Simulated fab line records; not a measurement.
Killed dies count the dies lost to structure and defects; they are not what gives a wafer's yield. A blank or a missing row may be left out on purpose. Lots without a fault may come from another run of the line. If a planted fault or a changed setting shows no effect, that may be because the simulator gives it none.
Matching of chambers	flow n5-finfet	rie-diel-05 running N5_BEOL_M0_SAQP_SPACER2_ETCHBACK_27: 4 sister chambers
The step etches SiO2 in CHF3/O2, target depth 22.5 nm, time 11.25 s. 4 wafers are shown with their chamber, then 9 later ones without.

## EACH WAFER AND ITS CHAMBER
wafer	chamber	rf-vpp-V (V)
L086.6	0	534
L093.1	1	511
L093.3	3	550
L093.5	2	521

## WAFERS WITH NO CHAMBER GIVEN
wafer	rf-vpp-V (V)
L094.1	551
L094.2	511
L094.5	511
L096.1	512
L096.3	523
L096.5	522
L097.2	512
L097.3	549
L097.4	522

## WHICH CHAMBER EACH ONE RAN IN
wafer	from the rows above	in truth
L094.1	3	3
L094.2	1	1
L094.5	1	1
L096.1	1	1
L096.3	2	2
L096.5	2	2
L097.2	1	1
L097.3	3	3
L097.4	2	2
9 of 9 placed correctly. Can't be placed from these rows: 0. Wrongly placed: 0.
How it was worked out, from the rows above alone: a wafer's distance from a chamber is the root of the sum, over the readings, of the square of ((its reading less the chamber's mean) divided by the reading's scatter). If the next closest chamber is less than 2 further off than the closest, the wafer can't be placed; otherwise it belongs to the closest. For every chamber, the mean is computed from those of its wafers that are shown. The scatter: with one shown wafer a chamber, the root of the mean of the squares of how far each hidden wafer lies from its nearest shown one.
